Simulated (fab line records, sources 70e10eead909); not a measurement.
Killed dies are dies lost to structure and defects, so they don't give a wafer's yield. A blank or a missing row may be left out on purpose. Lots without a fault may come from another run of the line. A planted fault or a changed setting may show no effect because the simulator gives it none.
fab line records | flow nand_harc
record lots=6 wafers=18 last_day=33
route steps=1302 shown P_GATE@202 END@1302
lots that met no fault: from a run of the same line without faults
start_h: hours from the record's first day to the start of the lot's first wafer shown | wait_h: hours since the lot's step before | " the same as in the row above | L1.1+2: a row that stands for several wafers | - no value, or no start given | * or withheld: withheld | < > ~ a bound
route shown NAME@n: a module of which the file shows steps, and the number in the route of the first | usual: mean/standard deviation of fault-free wafers | same: alike in all rows | chamber/n: place in a boat | sites: the reading at each site | _std_site: their standard deviation | _edge_site: outer sites' mean less inner sites' | radius_mm: how far each site lies from the wafer's centre | mask NAME#n: copy n | behind: the tool/chamber that last shaped the wafer | hold: why the lot was held/for how many hours/how that ended | device: the transistor (n, p or np) that didn't switch | end of line: the same wafers' tests at the end of the route | a step without rows: its recipe alone | killed: dies lost to structure and defects at the first sort, not the wafer's yield | map: a wafer's dies, x killed, . not, _ none there
set.NAME: the setting as run; set.NAME@STEP: as run at that earlier step | model.NAME: the simulator's own value behind a step, which no gauge read
lots at some steps of the route; a table a step, a row a wafer
services: from which hour (start_h, from the record's first day; less than 0 if before it) a tool's chamber was out of use, for how many hours, and why
## steps
# step NHARC_P_GATE_DESCUM_93
# recipe time_s=3 o2_flow_sccm=200 ar_flow_sccm=0 bias_power_w=0 chemistry=O2
# usual drypump_motor_current_A=5.7/0.53 oes_product_au=1.004/0.016 rf_vpp_V=57.8/0.82 showerhead_plenum_p_Torr=1.91/0.073 throttle_valve_pct=11.312/0.0096
# columns lot.wafer tool chamber start_h wait_h drypump_motor_current_A oes_product_au rf_hours_counter_h rf_vpp_V showerhead_plenum_p_Torr throttle_valve_pct
L806.3 rie_diel-08 3 171.37 - 6.5 1.001 11 57.6 1.89 11.302
L806.4 " 1 " " 5.2 1.025 10 57.5 2.03 11.309
L806.5 " 3 " " 6.5 1.008 - 57.9 1.89 11.320
L808.3 rie_diel-04 0 189.33 - 5.8 0.980 0 56.9 1.96 11.324
L808.5 " 1 " " 6.2 1.010 - 58.9 1.93 11.312
L808.6 " 2 " " 6.2 1.008 - 58.3 1.86 11.313
L810.3 rie_diel-08 1 211.54 - 5.2 1.017 0 58.2 2.03 11.312
L810.1 " 2 " " 4.9 1.038 0 58.8 1.87 11.309
L810.5 " 0 " " 5.3 1.026 - 57.1 1.83 11.323
L818.2 rie_diel-08 1 293.03 - 5.2 0.989 4 56.0 2.03 11.303
L818.3 " 3 " " 6.5 0.991 4 57.2 1.89 11.296
L818.5 " 1 " " 5.2 0.982 - 57.1 2.03 11.296
L820.3 rie_diel-04 3 311.98 - 5.3 1.008 10 57.6 1.91 11.315
L820.4 " 1 " " 6.3 0.974 10 58.1 1.92 11.323
L820.5 " 3 " " 5.3 1.003 - 56.8 1.91 11.322
L823.2 rie_diel-04 2 338.48 - 6.2 1.029 13 57.1 1.85 11.316
L823.1 " 0 " " 5.8 0.965 13 58.5 1.96 11.303
L823.5 " 3 " " 5.3 1.028 - 57.6 1.91 11.316
# step NHARC_P_GATE_IMPLANT_94
# recipe energy_kev=60 dose_cm2=2e+15 tilt_deg=7
# step NHARC_P_GATE_STRIP_113
# recipe power_w=1500 temp_c=110 time_s=740 chemistry=N2/H2
# step NHARC_P_GATE_STRIP_95
# recipe power_w=1500 temp_c=250 chemistry=O2
# usual drypump_motor_current_A=5.7/0.58 heater_power_w=308/17
# columns lot.wafer tool chamber start_h wait_h drypump_motor_current_A heater_power_w rf_hours_counter_h
L806.4 plasma_asher-02 1 172.51 0.4 6.5 307 -
L806.3 " 0 " " 5.0 297 -
L806.5 " 1 " " 6.5 306 -
L808.3 plasma_asher-01 0 190.39 0.4 5.9 300 -
L808.6 " 0 " " 5.9 312 -
L808.5 " 1 " " 5.5 334 -
L810.1 plasma_asher-02 1 212.63 0.5 6.5 301 28
L810.3 " 1 " " 6.5 297 -
L810.5 " 1 " " 6.5 305 -
L818.2 plasma_asher-02 1 294.13 0.5 6.5 309 7
L818.3 " 1 " " 6.5 304 -
L818.5 " 1 " " 6.5 308 -
L820.4 plasma_asher-01 0 313.06 0.4 5.9 306 -
L820.3 " 1 " " 5.5 331 -
L820.5 " 1 " " 5.5 329 -
L823.1 plasma_asher-01 1 339.57 0.6 5.5 341 34
L823.2 " 0 " " 5.9 310 34
L823.5 " 1 " " 5.5 333 -
# step NHARC_P_GATE_STRIP_96
# recipe time_s=900 temp_c=130 chemistry=SPM
# step NHARC_P_GATE_RTA_64
# recipe temp_c=1050 time_s=1
# step NHARC_P_GATE_ETCH_77
# recipe target_depth_a=60 chemistry=dHF material=SiO2
# step NHARC_P_GATE_DEGAS_109
# recipe temp_c=300 time_s=60
# usual heater_power_w=467/45
# columns lot.wafer tool chamber start_h wait_h heater_power_w
L806.4 pvd_sputter-02 - 173.35 0.1 474
L806.3 " - " " 471
L806.5 " - " " 472
L808.3 pvd_sputter-03 - 191.24 0.1 391
L808.5 " - " " 492
L808.6 " - " " 390
L810.3 pvd_sputter-03 - 213.49 0.1 495
L810.1 " - " " 486
L810.5 " - " " 495
L818.2 pvd_sputter-01 - 294.99 0.1 437
L818.3 " - " " 532
L818.5 " - " " 428
L820.4 pvd_sputter-02 - 313.91 0.1 455
L820.3 " - " " 469
L820.5 " - " " 471
L823.2 pvd_sputter-01 - 340.48 0.1 532
L823.1 " - " " 517
L823.5 " - " " 510
# step NHARC_P_GATE_PRE_CLEAN_110
# recipe time_s=30 bias_v=200 gas=Ar
# step NHARC_P_GATE_SPUTTER_78
# recipe target_thk_a=100 material=Ni
# step NHARC_P_GATE_SPUTTER_79
# recipe target_thk_a=100 material=TiN
# step NHARC_P_GATE_RTA_80
# recipe temp_c=300 time_s=30
# usual lamp_power_pct=1.98/0.22 wafer_temp_C_max=301.7/0.53
# columns lot.wafer tool chamber start_h wait_h lamp_power_pct wafer_temp_C_max
L806.3 rtp_anneal-02 0 173.91 0.2 2.19 302.0
L806.4 " 0 " " 2.18 302.2
L806.5 " 0 " " 2.19 301.5
L808.3 rtp_anneal-01 0 191.58 - 1.74 301.2
L808.5 " 0 " " 1.75 300.8
L808.6 " 0 " " 1.75 300.6
L810.1 rtp_anneal-02 0 213.79 - 2.18 301.6
L810.3 " 0 " " 2.19 301.7
L810.5 " 0 " " 2.19 302.1
L818.2 rtp_anneal-01 0 295.31 - 1.74 301.3
L818.3 " 0 " " 1.74 301.4
L818.5 " 0 " " 1.74 301.1
L820.3 rtp_anneal-01 0 314.27 - 1.74 300.9
L820.4 " 0 " " 1.74 301.2
L820.5 " 0 " " 1.74 301.5
L823.1 rtp_anneal-02 0 340.78 - 2.19 302.4
L823.2 " 0 " " 2.19 301.8
L823.5 " 0 " " 2.19 302.3
# step NHARC_P_GATE_STRIP_67
# recipe time_s=600 temp_c=130 chemistry=SPM
# usual run_length_s=603.1/1.3
# columns lot.wafer tool chamber start_h wait_h run_length_s
L806.3 wet_bench-03 7 174.06 0.1 605.3
L806.5 " 0 " " 603.3
L806.4 " 1 " " 603.7
L808.5 wet_bench-09 0 191.72 0.1 603.2
L808.3 " 3 " " 603.7
L808.6 " 5 " " 604.5
L810.5 wet_bench-04 4 213.99 0.1 602.6
L810.1 " 5 " " 602.0
L810.3 " 0 " " 605.0
L818.2 wet_bench-09 2 295.48 0.1 313.0
L818.3 " 5 " " 315.7
L818.5 " 7 " " 314.8
L820.3 wet_bench-09 6 314.42 0.1 312.5
L820.4 " 0 " " 315.2
L820.5 " 2 " " 314.3
L823.1 wet_bench-03 5 341.00 0.2 601.6
L823.5 " 1 " " 605.0
L823.2 " 2 " " 601.5
# step NHARC_P_GATE_RTA_82
# recipe temp_c=450 time_s=30
# usual lamp_power_pct=3.9/0.43 wafer_temp_C_max=452.6/0.79
# columns lot.wafer tool chamber start_h wait_h lamp_power_pct wafer_temp_C_max
L806.3 rtp_anneal-02 0 174.37 - 4.3 453.6
L806.4 " 0 " " 4.3 452.6
L806.5 " 0 " " 4.3 452.0
L808.3 rtp_anneal-02 0 192.04 - 4.3 454.2
L808.5 " 0 " " 4.3 453.4
L808.6 " 0 " " 4.3 453.5
L810.1 rtp_anneal-01 0 214.25 - 3.4 451.8
L810.3 " 0 " " 3.4 451.6
L810.5 " 0 " " 3.4 452.0
L818.2 rtp_anneal-02 0 295.77 - 4.3 452.4
L818.3 " 0 " " 4.3 453.6
L818.5 " 0 " " 4.3 452.9
L820.3 rtp_anneal-01 0 314.73 - 3.4 451.3
L820.4 " 0 " " 3.4 452.0
L820.5 " 0 " " 3.4 451.9
L823.1 rtp_anneal-01 0 341.26 - 3.4 451.8
L823.2 " 0 " " 3.4 452.2
L823.5 " 0 " " 3.4 452.0
# step NHARC_END_SORT_01
# recipe temp_c=25
# usual killed_at_array=54/20 killed_at_other=0.7/0.94 killed_at_periphery=3.8/2.7 killed_dies=59/20 killed_open=3.5/1.9 killed_short=2.5/1.6
# same gross_dies=677
# columns lot.wafer tool chamber start_h wait_h killed_at_array killed_at_other killed_at_periphery killed_dies killed_open killed_short
L806.3 prober-01 0 618.00 3.1 53 0 4 57 7 2
L806.4 prober-01 0 618.80 3.4 67 0 2 69 2 3
L806.5 prober-01 0 619.60 3.7 53 1 0 54 4 2
L810.1 prober-02 0 678.37 2.5 91 0 0 91 4 1
L810.3 prober-02 0 679.98 3.1 83 0 6 89 7 2
L810.5 prober-02 0 681.59 3.7 84 2 2 88 4 2
L818.2 prober-02 0 738.89 2.8 63 0 3 66 6 4
L818.3 prober-02 0 739.67 3.1 53 0 1 54 3 2
L818.5 prober-02 0 741.22 3.6 61 1 6 68 9 3
L823.1 prober-01 0 794.01 2.5 81 3 3 87 3 2
L823.2 prober-01 0 794.82 2.8 90 3 7 100 6 3
L823.5 prober-01 0 797.24 3.7 65 3 3 71 6 3
# killed by level:class
L806.3 A_CHANNEL_HOLE_D1:chamber_film_flake=15 A_CHANNEL_HOLE_D2:chamber_film_flake=10 A_STAIRCASE:chamber_film_flake=8 A_M1:chamber_film_flake=5 A_CONTACT:chamber_film_flake=4 A_M0:geometric_particle:open=3 A_CHANNEL_FILL_D2:chamber_film_flake=2 P_CONTACT:geometric_particle:open=1
L806.4 A_CHANNEL_HOLE_D1:chamber_film_flake=34 A_CHANNEL_HOLE_D2:chamber_film_flake=11 A_CONTACT:chamber_film_flake=9 A_STAIRCASE:chamber_film_flake=5 A_CHANNEL_FILL_D2:chamber_film_flake=2 P_M0:geometric_particle:open=1 P_M0:geometric_particle:short=1 A_CHANNEL_HOLE_D1:geometric_particle:short=1
L806.5 A_CHANNEL_HOLE_D1:chamber_film_flake=26 A_CHANNEL_HOLE_D2:chamber_film_flake=8 A_STAIRCASE:chamber_film_flake=6 A_DECK1_JOINT:chamber_film_flake=3 A_CHANNEL_FILL_D1:geometric_particle:open=2 A_M0:geometric_particle:open=2 A_M1:chamber_film_flake=2 A_DECK1_JOINT:geometric_particle:short=1
L810.1 A_SLIT:chamber_film_flake=36 A_CHANNEL_HOLE_D1:chamber_film_flake=31 A_CONTACT:chamber_film_flake=6 A_STAIRCASE:chamber_film_flake=4 A_CHANNEL_FILL_D1:chamber_film_flake=3 A_CHANNEL_HOLE_D2:chamber_film_flake=3 A_CHANNEL_HOLE_D1:geometric_particle:open=1 A_CHANNEL_FILL_D1:geometric_particle:open=1
L810.3 A_SLIT:chamber_film_flake=30 A_CHANNEL_HOLE_D1:chamber_film_flake=29 A_CONTACT:chamber_film_flake=5 A_CHANNEL_HOLE_D2:chamber_film_flake=4 A_STAIRCASE:chamber_film_flake=4 A_DECK1_JOINT:geometric_particle:open=3 P_M0:geometric_particle:open=2 P_M0:chamber_film_flake=2
L810.5 A_SLIT:chamber_film_flake=34 A_CHANNEL_HOLE_D1:chamber_film_flake=31 A_CHANNEL_HOLE_D2:chamber_film_flake=5 A_CONTACT:chamber_film_flake=5 A_STAIRCASE:chamber_film_flake=2 A_WL_FILL:chamber_film_flake=2 P_STI:geometric_particle:short=1 A_SOURCE_PLATE:geometric_particle:open=1
L818.2 A_CHANNEL_HOLE_D2:chamber_film_flake=32 A_CHANNEL_HOLE_D1:chamber_film_flake=12 A_SGD_CUT:chamber_film_flake=3 A_CHANNEL_FILL_D2:chamber_film_flake=2 P_CONTACT:geometric_particle:short=1 P_M0:geometric_particle:open=1 A_ONON_D1:geometric_particle:short=1 A_CHANNEL_FILL_D1:geometric_particle:open=1
L818.3 A_CHANNEL_HOLE_D2:chamber_film_flake=23 A_CHANNEL_HOLE_D1:chamber_film_flake=15 A_SLIT:chamber_film_flake=7 A_DECK1_JOINT:geometric_particle:open=2 A_CHANNEL_FILL_D2:chamber_film_flake=2 P_GATE:geometric_particle:open=1 A_ONON_D2:geometric_particle:short=1 A_M0:geometric_particle:short=1
L818.5 A_CHANNEL_HOLE_D2:chamber_film_flake=28 A_CHANNEL_HOLE_D1:chamber_film_flake=11 A_SLIT:chamber_film_flake=6 A_CONTACT:chamber_film_flake=4 P_CONTACT:geometric_particle:open=2 P_M0:geometric_particle:open=2 A_ONON_D1:geometric_particle:open=2 A_STAIRCASE:chamber_film_flake=2
L823.1 A_SLIT:chamber_film_flake=33 A_CHANNEL_HOLE_D2:chamber_film_flake=31 A_WL_FILL:chamber_film_flake=4 A_STAIRCASE:chamber_film_flake=3 THIN_TSV:chamber_film_flake=3 A_CHANNEL_HOLE_D2:geometric_particle:short=2 P_M1:chamber_film_flake=2 A_CONTACT:chamber_film_flake=2
L823.2 A_SLIT:chamber_film_flake=37 A_CHANNEL_HOLE_D2:chamber_film_flake=37 A_STAIRCASE:chamber_film_flake=5 A_CHANNEL_HOLE_D1:geometric_particle:open=3 THIN_TSV:chamber_film_flake=3 P_ZERO_WELL:chamber_film_flake=2 P_GATE:chamber_film_flake=2 P_M1:chamber_film_flake=2
L823.5 A_SLIT:chamber_film_flake=27 A_CHANNEL_HOLE_D2:chamber_film_flake=15 A_STAIRCASE:chamber_film_flake=5 A_WL_FILL:chamber_film_flake=3 THIN_TSV:chamber_film_flake=3 A_ONON_D1:geometric_particle:open=2 A_ONON_D1:geometric_particle:short=2 A_DECK1_JOINT:chamber_film_flake=2
## services
# columns tool chamber start_h hours kind
rtp_anneal-02 - 147.88 4.1 repair
rie_diel-04 3 152.06 3.6 repair
rie_diel-04 0 157.47 - clean
rie_diel-04 1 157.47 - clean
rie_diel-04 2 157.47 - clean
rie_diel-04 3 157.47 - clean
plasma_asher-01 - 165.00 9.0 pm
plasma_asher-01 0 165.00 9.0 vent_cycle
plasma_asher-01 1 165.00 9.0 vent_cycle
rie_diel-08 0 169.88 - clean
pvd_sputter-03 - 170.00 10.0 pm
wet_bench-09 - 176.80 8.0 pm
rie_diel-04 - 178.47 9.0 pm
rie_diel-08 2 181.54 8.8 repair
rie_diel-08 - 190.86 9.0 pm
plasma_asher-01 - 201.36 4.4 repair
rie_diel-04 1 203.54 13.0 repair
wet_bench-03 - 210.40 8.0 pm
pvd_sputter-01 - 226.56 10.0 pm
wet_bench-04 - 227.20 8.0 pm
rie_diel-04 2 235.21 8.3 repair
plasma_asher-02 - 249.05 9.0 pm
rie_diel-08 1 274.08 4.2 repair
pvd_sputter-02 - 282.02 10.0 pm
## key
first_sign step=NHARC_P_GATE_STRIP_67 reading=run_length_s direction=down sigmas=99+ usual=* struck=*
effect none on later readings
met_at NHARC_P_GATE_STRIP_67
struck_wafers L818.2,L818.3,L818.5,L820.3,L820.4,L820.5
tester_left_out L818,L820
onset_between 191.72 295.48
fault kind=process_parameter_drift tool=wet_bench-09 chamber=- onset_h=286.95 steps=NHARC_P_GATE_STRIP_67 channel=time_s offset=* shape=step end_h=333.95 acts_in=* stated=*
# tester_left_out: of these lots the tester's yield and bins aren't shown, on N5 and GAA mostly nor the transistor test; their killed dies are dies lost to structure and defects alone, not to doping, threshold or leakage, so they don't give the yield
